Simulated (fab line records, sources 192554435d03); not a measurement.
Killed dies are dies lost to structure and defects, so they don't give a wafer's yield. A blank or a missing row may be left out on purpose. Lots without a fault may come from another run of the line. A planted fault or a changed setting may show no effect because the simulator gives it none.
fab line records | flow n5_finfet
record lots=10 wafers=30 last_day=19
route steps=1938 shown STI_FIN_REVEAL@187 DUMMY_GATE@215 BEOL_M4@1111 PASSIVATION@1936
lots that met no fault: from a run of the same line without faults
start_h: hours from the record's first day to the start of the lot's first wafer shown | wait_h: hours since the lot's step before | " the same as in the row above | L1.1+2: a row that stands for several wafers | - no value, or no start given | * or withheld: withheld | < > ~ a bound
route shown NAME@n: a module of which the file shows steps, and the number in the route of the first | usual: mean/standard deviation of fault-free wafers | same: alike in all rows | chamber/n: place in a boat | sites: the reading at each site | _std_site: their standard deviation | _edge_site: outer sites' mean less inner sites' | radius_mm: how far each site lies from the wafer's centre | mask NAME#n: copy n | behind: the tool/chamber that last shaped the wafer | hold: why the lot was held/for how many hours/how that ended | device: the transistor (n, p or np) that didn't switch | end of line: the same wafers' tests at the end of the route | a step without rows: its recipe alone | killed: dies lost to structure and defects at the first sort, not the wafer's yield | map: a wafer's dies, x killed, . not, _ none there
set.NAME: the setting as run; set.NAME@STEP: as run at that earlier step | model.NAME: the simulator's own value behind a step, which no gauge read
steps of the route over a sample of lots; a table a step, a row a wafer
services: from which hour (start_h, from the record's first day; less than 0 if before it) a tool's chamber was out of use, for how many hours, and why
## steps
# step N5_STI_FIN_REVEAL_CMP_04
# recipe stop_on=Si3N4 t_overpolish_s=4 down_force_psi=2 platen_rpm=54.18 post_cmp_clean=alkaline_brush pad_velocity_m_s=1.078 target_thk_nm=131.83
# usual edge_zone_pressure_frac=1.001/0.0046 motor_current_A=8.2/0.88 overpolish_run_s=4.000/0.0084 pad_life_wafers=1247/640 time_to_endpoint_s=109/5.2
# columns lot.wafer tool chamber start_h wait_h edge_zone_pressure_frac motor_current_A overpolish_run_s pad_life_wafers time_to_endpoint_s
L805.3 cmp-03 2 33.96 0.1 1.003 8.3 4.001 1928 111
L805.1 " 3 " " 0.993 6.7 3.993 1929 116
L805.5 " 1 " " 0.986 8.4 3.998 - 119
L806.2 cmp-03 3 39.19 0.3 0.998 6.2 3.980 1970 118
L806.4 " 0 " " 1.003 7.7 4.003 1971 113
L806.6 " 1 " " 1.000 8.5 4.012 - 119
L809.4 cmp-02 0 59.57 0.0 0.998 9.7 4.007 1554 109
L809.2 " 1 " " 0.995 8.4 3.988 1555 108
L809.6 " 0 " " 1.003 10.0 4.007 - 110
L812.2 cmp-03 1 76.91 0.1 1.004 8.7 4.009 110 109
L812.1 " 2 " " 0.998 8.3 4.011 111 99
L812.6 " 3 " " 0.998 6.4 4.012 - 105
L814.2 cmp-03 1 86.47 0.1 1.011 8.8 4.007 193 107
L814.4 " 3 " " 0.996 6.7 4.008 195 104
L814.6 " 1 " " 1.007 8.9 3.996 - 105
L816.2 cmp-01 1 100.01 0.0 1.005 8.4 4.002 1182 104
L816.6 " 1 " " 1.001 8.8 4.006 - 110
L816.5 " 2 " " 0.991 7.6 3.994 - 97
L818.2 cmp-02 0 113.48 0.0 0.995 10.1 3.998 1962 107
L818.3 " 3 " " 0.995 7.7 4.003 1965 108
L818.6 " 1 " " 1.014 8.5 3.995 - 114
L819.3 cmp-03 3 117.64 0.0 0.995 6.6 4.005 408 108
L819.2 " 0 " " 0.998 7.8 4.007 409 107
L819.4 " 1 " " 0.999 8.9 4.000 410 107
L820.1 cmp-03 1 122.98 0.0 1.006 8.3 3.984 444 110
L820.4 " 3 " " 1.000 6.4 4.006 446 107
L820.6 " 1 " " 1.004 8.8 4.012 - 109
L828.3 cmp-01 2 173.85 0.1 1.008 7.6 4.000 1790 104
L828.4 " 3 " " 1.008 7.3 4.005 1791 112
L828.5 " 1 " " 0.998 8.7 3.993 - 118
# step N5_STI_FIN_REVEAL_THK_MEAS_05
# usual thk_nm=132.3/1.2
# columns lot.wafer tool chamber start_h wait_h thk_nm
L805.1 film_metro-01 - 34.18 - 133.2
L805.3 " - " " 132.3
L805.5 " - " " 135.3
L806.2 film_metro-02 - 39.41 - 134.2
L806.4 " - " " 131.2
L806.6 " - " " 133.2
L809.2 film_metro-01 - 59.86 - 133.0
L809.4 " - " " 131.8
L809.6 " - " " 131.0
L812.1 film_metro-01 - 77.13 - 131.7
L812.2 " - " " 133.3
L812.6 " - " " 132.6
L814.2 film_metro-01 - 86.72 - 133.8
L814.4 " - " " 132.6
L814.6 " - " " 133.4
L816.2 film_metro-01 - 100.30 - 133.3
L816.5 " - " " 130.5
L816.6 " - " " 132.4
L818.2 film_metro-01 - 113.78 - 131.7
L818.3 " - " " 132.5
L818.6 " - " " 131.6
L819.2 film_metro-01 - 117.93 - 131.6
L819.3 " - " " 130.9
L819.4 " - " " 132.3
L820.1 film_metro-01 - 123.27 - 133.8
L820.4 " - " " 133.1
L820.6 " - " " 132.7
L828.3 film_metro-01 - 174.07 - 132.4
L828.4 " - " " 132.4
L828.5 " - " " 134.6
# step N5_STI_FIN_REVEAL_OXIDATION_31
# recipe chemistry=O2_PLASMA_REMOTE temp_c=150 time_s=20 pressure_mtorr=1000 source_power_w=2000 o2_flow_sccm=3000
# usual drypump_motor_current_A=5.21/0.26 heater_power_w=146/17
# columns lot.wafer tool chamber start_h wait_h drypump_motor_current_A heater_power_w rf_hours_counter_h
L805.1 plasma_asher-01 1 36.82 0.0 5.48 119 29
L805.3 " 1 " " 5.45 123 -
L805.5 " 0 " " 4.81 146 -
L806.2 plasma_asher-02 0 42.59 0.0 5.39 171 83
L806.4 " 1 " " 5.19 153 -
L806.6 " 0 " " 5.39 171 -
L809.2 plasma_asher-02 0 62.56 0.0 5.39 168 87
L809.4 " 0 " " 5.37 170 -
L809.6 " 0 " " 5.38 173 -
L812.1 plasma_asher-01 1 79.84 0.0 5.48 123 38
L812.2 " 0 " " 4.83 144 38
L812.6 " 1 " " 5.46 125 -
L814.2 plasma_asher-01 0 89.46 0.0 4.82 147 39
L814.4 " 0 " " 4.81 145 -
L814.6 " 1 " " 5.47 119 -
L816.2 plasma_asher-02 0 102.98 0.0 5.40 174 95
L816.5 " 0 " " 5.41 170 -
L816.6 " 1 " " 5.21 156 -
L818.2 plasma_asher-01 0 116.66 0.0 4.83 150 44
L818.3 " 0 " " 4.81 146 -
L818.6 " 0 " " 4.83 140 -
L819.2 plasma_asher-02 1 120.59 0.1 5.20 155 99
L819.3 " 1 " " 5.19 148 -
L819.4 " 0 " " 5.38 172 -
L820.1 plasma_asher-01 1 125.92 0.0 5.46 124 46
L820.4 " 1 " " 5.47 121 -
L820.6 " 0 " " 4.82 140 -
L828.3 plasma_asher-01 1 176.79 0.1 5.48 120 -
L828.4 " 0 " " 4.80 145 -
L828.5 " 0 " " 4.83 144 -
# step N5_DUMMY_GATE_CVD_03
# recipe material=a-Si target_thk_a=1500 temp_c=530 precursor=SiH4 time_s=8042
# usual spike_tc_bottom_C=552.9/1.7 spike_tc_centre_C=529.6/1.2 spike_tc_lower_C=530.7/0.7
# columns lot.wafer tool chamber start_h wait_h spike_tc_bottom_C spike_tc_centre_C spike_tc_lower_C
L805.1 lpcvd-02 0/90 38.40 0.8 555.0 529.1 530.6
L805.3 " 0/100 " " 555.0 529.1 530.6
L805.5 " 0/109 " " 555.0 529.1 530.6
L806.2 lpcvd-02 0/45 45.96 2.6 554.0 529.8 530.2
L806.4 " 0/54 " " 554.0 529.8 530.2
L806.6 " 0/64 " " 554.0 529.8 530.2
L809.2 lpcvd-02 0/70 63.40 0.1 554.5 529.3 530.2
L809.4 " 0/79 " " 554.5 529.3 530.2
L809.6 " 0/89 " " 554.5 529.3 530.2
L812.1 lpcvd-01 1/90 81.63 0.1 552.2 531.7 531.5
L812.2 " 1/95 " " 552.2 531.7 531.5
L812.6 " 1/114 " " 552.2 531.7 531.5
L814.2 lpcvd-01 0/70 90.30 0.1 549.3 529.9 532.0
L814.4 " 0/79 " " 549.3 529.9 532.0
L814.6 " 0/89 " " 549.3 529.9 532.0
L816.2 lpcvd-01 1/70 104.30 0.1 553.2 531.4 531.4
L816.5 " 1/84 " " 553.2 531.4 531.4
L816.6 " 1/89 " " 553.2 531.4 531.4
L818.2 lpcvd-02 1/70 117.72 0.1 - - -
L818.3 " 1/75 " " - - -
L818.6 " 1/89 " " - - -
L819.2 lpcvd-01 1/70 122.86 1.1 - - -
L819.3 " 1/75 " " - - -
L819.4 " 1/79 " " - - -
L820.1 lpcvd-01 1/90 126.76 0.1 - - -
L820.4 " 1/104 " " - - -
L820.6 " 1/114 " " - - -
L828.3 lpcvd-02 1/50 177.61 0.1 552.0 527.9 529.9
L828.4 " 1/54 " " 552.0 527.9 529.9
L828.5 " 1/59 " " 552.0 527.9 529.9
# step N5_DUMMY_GATE_THK_MEAS_05
# usual thk_nm=72.5/1.2
# columns lot.wafer tool chamber start_h wait_h thk_nm
L805.1 film_metro-01 - 42.38 0.1 71.4
L805.3 " - " " 72.0
L805.5 " - " " 70.6
L806.2 film_metro-01 - 49.95 0.2 73.6
L806.4 " - " " 73.8
L806.6 " - " " 73.6
L809.2 film_metro-01 - 67.37 0.2 72.9
L809.4 " - " " 72.9
L809.6 " - " " 73.1
L812.1 film_metro-02 - 85.60 0.2 72.9
L812.2 " - " " 73.5
L812.6 " - " " 72.9
L814.2 film_metro-01 - 94.27 0.2 74.0
L814.4 " - " " 74.9
L814.6 " - " " 72.8
L816.2 film_metro-02 - 108.28 0.1 71.6
L816.5 " - " " 72.8
L816.6 " - " " 72.6
L818.2 film_metro-01 - 121.70 0.2 2.0
L818.3 " - " " 2.0
L818.6 " - " " 2.0
L819.2 film_metro-01 - 126.84 0.2 2.0
L819.3 " - " " 2.0
L819.4 " - " " 2.0
L820.1 film_metro-01 - 130.74 0.1 2.0
L820.4 " - " " 2.0
L820.6 " - " " 2.0
L828.3 film_metro-02 - 181.64 0.2 73.1
L828.4 " - " " 74.0
L828.5 " - " " 73.3
# step N5_DUMMY_GATE_CD_MEAS_24
# recipe target_cd_nm=15
# usual cd_nm=14.9/0.48
# columns lot.wafer tool chamber start_h wait_h cd_nm
L805.1 cd_sem-02 - 51.09 0.1 15.6
L805.3 " - " " 15.4
L805.5 " - " " 15.4
L806.2 cd_sem-01 - 55.33 0.1 13.9
L806.4 " - " " 14.4
L806.6 " - " " 14.6
L809.2 cd_sem-03 - 77.64 0.1 14.4
L809.4 " - " " 14.8
L809.6 " - " " 15.6
L812.1 cd_sem-01 - 91.02 0.1 14.8
L812.2 " - " " 15.5
L812.6 " - " " 15.0
L814.2 cd_sem-01 - 99.57 0.1 14.9
L814.4 " - " " 14.4
L814.6 " - " " 15.0
L816.2 cd_sem-03 - 113.70 0.1 15.1
L816.5 " - " " 14.5
L816.6 " - " " 14.3
L818.2 cd_sem-01 - 129.17 0.1 -
L818.3 " - " " -
L818.6 " - " " -
L819.2 cd_sem-01 - 135.20 0.1 -
L819.3 " - " " -
L819.4 " - " " -
L820.1 cd_sem-03 - 136.51 0.1 -
L820.4 " - " " -
L820.6 " - " " -
L828.3 cd_sem-03 - 188.04 0.1 15.0
L828.4 " - " " 14.3
L828.5 " - " " 14.5
# step N5_BEOL_M4_RC_MEAS_101
# usual DIBL_N=36.5/1.9 DIBL_P=36.7/2.1 IOFF_N=0.17/0.035 IOFF_P=0.22/0.042 ION_N=676/10 ION_P=462/8.1 SS_N=71.5/0.72 SS_P=73.4/0.7 VT_N=249/3.1 VT_P=-250/3.9
# columns lot.wafer tool chamber start_h wait_h DIBL_N[mV/V] DIBL_P[mV/V] IOFF_N[nA/um] IOFF_P[nA/um] ION_N[uA/um] ION_P[uA/um] SS_N[mV/dec] SS_P[mV/dec] VT_N[mV] VT_P[mV]
L805.1 prober-01 0 163.60 0.0 34.5 32.9 0.12 0.18 675 460 70.9 72.8 253 -251
L805.3 " 0 " " 34.9 34.7 0.14 0.21 687 476 71.1 73.2 248 -250
L805.5 " 0 " " 33.1 31.6 0.10 0.16 660 457 70.9 72.6 257 -252
L806.2 prober-02 0 180.98 0.2 38.3 40.1 0.21 0.31 678 466 72.6 74.4 250 -246
L806.4 " 0 " " 38.4 40.2 0.22 0.31 695 481 71.9 74.1 245 -244
L806.6 " 0 " " 36.6 36.9 0.18 0.25 681 471 72.8 73.3 249 -246
L809.2 prober-02 0 193.82 0.2 38.4 38.6 0.18 0.23 680 461 72.2 74.0 251 -250
L809.4 " 0 " " 35.4 36.4 0.14 0.21 681 466 71.0 73.9 251 -249
L809.6 " 0 " " 36.1 35.7 0.14 0.20 662 459 72.2 73.5 252 -251
L812.1 prober-02 0 227.58 0.0 38.5 39.7 0.21 0.28 699 476 71.8 74.3 246 -244
L812.2 " 0 " " 36.0 35.4 0.16 0.20 676 465 70.9 72.7 249 -248
L812.6 " 0 " " 36.5 36.6 0.16 0.22 683 466 71.2 73.5 249 -249
L814.2 prober-01 0 230.44 0.2 36.7 37.1 0.16 0.21 675 461 72.2 73.9 250 -251
L814.4 " 0 " " 38.7 39.7 0.20 0.26 681 468 72.9 74.5 247 -246
L814.6 " 0 " " 34.5 34.2 0.11 0.17 657 457 70.7 72.2 252 -253
L816.2 prober-01 0 251.53 0.2 36.3 37.6 0.17 0.22 675 460 71.7 72.8 248 -250
L816.5 " 0 " " 36.8 37.1 0.16 0.21 675 460 70.9 73.0 251 -251
L816.6 " 0 " " 36.6 36.7 0.16 0.20 678 462 71.9 73.3 249 -254
L828.3 prober-01 0 348.43 0.3 35.8 36.4 0.18 0.24 683 470 71.4 73.4 247 -247
L828.4 " 0 " " 37.7 38.7 0.19 0.26 674 460 72.8 73.5 246 -248
L828.5 " 0 " " 35.5 36.3 0.16 0.23 682 472 71.3 73.2 249 -247
# step N5_PASSIVATION_PROBE_49
# usual killed_at_M0_to_M3=35/12 killed_at_M4_up=13/5.8 killed_at_contacts=12/5.5 killed_at_front_end=36/9.9 killed_at_other=4/3.7 killed_dies=101/18 killed_on_rim=13/4.1 killed_open=66/13 killed_short=33/8
# same gross_dies=1180 killed_at_back_side=0
# columns lot.wafer tool chamber start_h wait_h killed_at_M0_to_M3 killed_at_M4_up killed_at_contacts killed_at_front_end killed_at_other killed_dies killed_on_rim killed_open killed_short
L812.1 prober-02 - 332.34 0.0 37 10 12 44 1 104 18 65 39
L812.6 prober-02 - 332.59 0.3 29 8 15 40 3 95 10 62 32
L814.4 prober-01 - 332.49 0.2 28 0 7 35 8 78 10 56 22
L814.6 prober-01 - 332.59 0.3 40 11 9 59 5 124 11 96 28
L816.5 prober-02 - 365.22 0.2 24 23 17 31 6 101 14 71 30
L816.6 prober-02 - 365.27 0.3 25 12 14 40 4 95 19 63 27
L820.1 prober-02 - 371.57 0.0 10 2 0 1168 0 1180 152 11 4
L820.4 prober-02 - 371.72 0.2 10 6 5 1159 0 1180 152 20 4
L820.6 prober-02 - 371.82 0.3 11 3 1 1165 0 1180 152 13 3
L818.2 prober-02 - 372.15 0.1 8 1 3 1168 0 1180 152 14 7
L818.3 prober-02 - 372.20 0.1 8 1 1 1168 2 1180 152 12 5
L818.6 prober-02 - 372.35 0.3 2 4 2 1172 0 1180 152 10 4
L819.2 prober-01 - 373.96 0.1 7 0 0 1173 0 1180 152 5 8
L819.3 prober-01 - 374.01 0.1 5 1 4 1167 3 1180 152 10 9
L819.4 prober-01 - 374.06 0.2 12 0 2 1165 1 1180 152 15 7
# killed by level:class
L812.1 FIN_SAQP:geometric_particle:open=13 BEOL_M0_SAQP:geometric_particle:open=9 BEOL_M0_SAQP:geometric_particle:short=9 BEOL_M3:geometric_particle:open=9 GATE_CUT:geometric_particle:short=8 MOL_CONTACT_COAG:geometric_particle:open=8 MOL_CONTACT_COAG:geometric_particle:short=4 BEOL_M4:geometric_particle:open=4
L814.4 STI_FIN_REVEAL:geometric_particle:open=9 BEOL_M0_SAQP:geometric_particle:open=9 MOL_CONTACT_COAG:geometric_particle:open=6 BEOL_M0:geometric_particle:open=5 BEOL_M2:geometric_particle:open=5 BEOL_M0_SAQP:geometric_particle:short=4 BEOL_M3:geometric_particle:open=4 STI_FIN_REVEAL:geometric_particle:short=3
L812.6 MOL_CONTACT_COAG:geometric_particle:open=11 FIN_SAQP:geometric_particle:open=10 GATE_CUT:geometric_particle:short=7 STI_FIN_REVEAL:geometric_particle:open=7 BEOL_M2:geometric_particle:open=6 BEOL_M0_SAQP:geometric_particle:open=5 BEOL_M1:geometric_particle:open=5 MOL_CONTACT_COAG:geometric_particle:short=4
L814.6 FIN_SAQP:geometric_particle:open=20 BEOL_M3:geometric_particle:open=17 STI_FIN_REVEAL:geometric_particle:open=15 BEOL_M0_SAQP:geometric_particle:open=10 MOL_CONTACT_COAG:geometric_particle:open=8 FIN_SAQP:geometric_particle:short=5 STI_FIN_REVEAL:geometric_particle:short=4 BEOL_M0_SAQP:geometric_particle:short=4
L816.5 MOL_CONTACT_COAG:geometric_particle:open=14 BEOL_M4:geometric_particle:open=13 BEOL_M0_SAQP:geometric_particle:open=9 FIN_SAQP:geometric_particle:open=5 FIN_SAQP:geometric_particle:short=5 GATE_CUT:geometric_particle:short=4 BEOL_M1:geometric_particle:open=4 BEOL_M4:geometric_particle:short=4
L816.6 FIN_SAQP:geometric_particle:open=10 MOL_CONTACT_COAG:geometric_particle:open=9 FIN_SAQP:geometric_particle:short=7 BEOL_M4:geometric_particle:open=6 BEOL_M0_SAQP:geometric_particle:open=5 BEOL_M0_SAQP:geometric_particle:short=5 DUMMY_GATE:geometric_particle:open=4 ILD0:geometric_particle:open=4
L820.1 DUMMY_GATE:lost_pattern=1153 DUMMY_GATE:area_cvd=12 BEOL_M0_SAQP:geometric_particle:open=3 DUMMY_GATE:geometric_particle:open=2 BEOL_M1:geometric_particle:open=2 BEOL_M5:geometric_particle:open=2 FIN_CUT:geometric_particle:short=1 BEOL_M0_SAQP:geometric_particle:short=1
L820.4 DUMMY_GATE:lost_pattern=1150 MOL_CONTACT_COAG:geometric_particle:open=5 DUMMY_GATE:area_cvd=5 BEOL_M0_SAQP:geometric_particle:open=4 BEOL_M4:geometric_particle:open=4 BEOL_M0_SAQP:geometric_particle:short=2 BEOL_M2:geometric_particle:open=2 FIN_SAQP:geometric_particle:open=1
L820.6 DUMMY_GATE:lost_pattern=1160 DUMMY_GATE:area_cvd=4 BEOL_M0_SAQP:geometric_particle:short=2 BEOL_M0_SAQP:geometric_particle:open=2 BEOL_M1:geometric_particle:open=2 BEOL_M2:geometric_particle:open=2 BEOL_M3:geometric_particle:open=2 BEOL_M8:geometric_particle:open=2
L818.2 DUMMY_GATE:lost_pattern=1152 DUMMY_GATE:area_cvd=7 MOL_CONTACT_COAG:geometric_particle:open=3 BEOL_M2:geometric_particle:open=3 GATE_CUT:geometric_particle:open=2 BEOL_M0_SAQP:geometric_particle:short=2 BEOL_M1:geometric_particle:open=2 FIN_SAQP:geometric_particle:open=1
L818.3 DUMMY_GATE:lost_pattern=1157 DUMMY_GATE:area_cvd=6 BEOL_M0_SAQP:geometric_particle:short=3 BEOL_M1:geometric_particle:open=3 MIM_TOP:geometric_particle:open=2 DUMMY_GATE:geometric_particle:open=2 FIN_SAQP:geometric_particle:open=1 FIN_SAQP:geometric_particle:short=1
L818.6 DUMMY_GATE:lost_pattern=1162 DUMMY_GATE:area_cvd=4 BEOL_M4:geometric_particle:open=2 MOL_CONTACT_COAG:geometric_particle:open=2 BEOL_M2:geometric_particle:open=2 STARTING-WAFER:geometric_particle:short=2 BEOL_M8:geometric_particle:open=1 STI_FIN_REVEAL:geometric_particle:open=1
L819.2 DUMMY_GATE:lost_pattern=1162 DUMMY_GATE:area_cvd=5 FIN_SAQP:geometric_particle:short=3 BEOL_M0_SAQP:geometric_particle:short=3 BEOL_M3:geometric_particle:open=2 FIN_SAQP:geometric_particle:open=1 GATE_CUT:geometric_particle:open=1 BEOL_M0:geometric_particle:short=1
L819.3 DUMMY_GATE:lost_pattern=1152 DUMMY_GATE:area_cvd=9 MOL_CONTACT_COAG:geometric_particle:open=3 BEOL_M0_SAQP:geometric_particle:short=3 STARTING-WAFER:geometric_particle:open=2 STI_FIN_REVEAL:geometric_particle:short=1 STI_FIN_REVEAL:geometric_particle:open=1 SPACER0:geometric_particle:open=1
L819.4 DUMMY_GATE:lost_pattern=1155 BEOL_M0_SAQP:geometric_particle:short=3 BEOL_M2:geometric_particle:open=3 DUMMY_GATE:area_cvd=3 MOL_CONTACT_COAG:geometric_particle:open=2 BEOL_M1:geometric_particle:open=2 BEOL_M2:geometric_particle:short=2 STARTING-WAFER:geometric_particle:open=2
## services
# columns tool chamber start_h hours kind
lpcvd-01 - 14.36 0.7 repair
cmp-03 - 17.36 0.3 repair
lpcvd-01 - 28.96 14.6 pm
cmp-01 - 54.24 1.2 repair
cmp-03 - 58.66 4.0 pm
cmp-03 - 62.66 - consumable_replace:conditioner
cmp-03 - 62.66 - consumable_replace:pad
cmp-01 - 63.85 0.6 repair
cmp-01 - 70.94 0.4 repair
cmp-01 - 86.08 1.8 repair
cmp-03 - 89.40 0.2 repair
lpcvd-02 - 113.90 0.3 repair
cmp-01 - 120.50 1.2 repair
cmp-02 - 130.92 1.4 repair
cmp-02 - 142.79 4.0 pm
cmp-02 - 146.79 - consumable_replace:conditioner
cmp-02 - 146.79 - consumable_replace:pad
plasma_asher-02 - 158.03 2.8 pm
## key
first_sign step=N5_DUMMY_GATE_CVD_03 reading=tool_record direction=missing
effect step=N5_DUMMY_GATE_THK_MEAS_05 reading=thk_nm direction=down sigmas=59 usual=* struck=*
effect step=N5_DUMMY_GATE_CD_MEAS_24 reading=cd_nm direction=missing
effect step=N5_PASSIVATION_PROBE_49 reading=killed_at_front_end direction=up sigmas=99+ usual=36 struck=1167
met_at N5_DUMMY_GATE_CVD_03
struck_lots L818,L819,L820
later_rows_left_out L818.2,L818.3,L818.6,L819.2,L819.3,L819.4,L820.1,L820.4,L820.6
tester_left_out L818,L819,L820
not_acting_at N5_STI_FIN_REVEAL_CMP_04,N5_STI_FIN_REVEAL_THK_MEAS_05,N5_STI_FIN_REVEAL_OXIDATION_31
onset_between 104.30 117.72
fault kind=skipped_step_whole tool=lpcvd-01,lpcvd-02 chamber=- onset_h=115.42 steps=N5_DUMMY_GATE_CVD_03 scope=struck_lots_only
# tester_left_out: of these lots the tester's yield and bins aren't shown, on N5 and GAA mostly nor the transistor test; their killed dies are dies lost to structure and defects alone, not to doping, threshold or leakage, so they don't give the yield
# later_rows_left_out: the simulator's readings of these wafers behind a module that went badly wrong aren't trusted and aren't shown, but for the sort
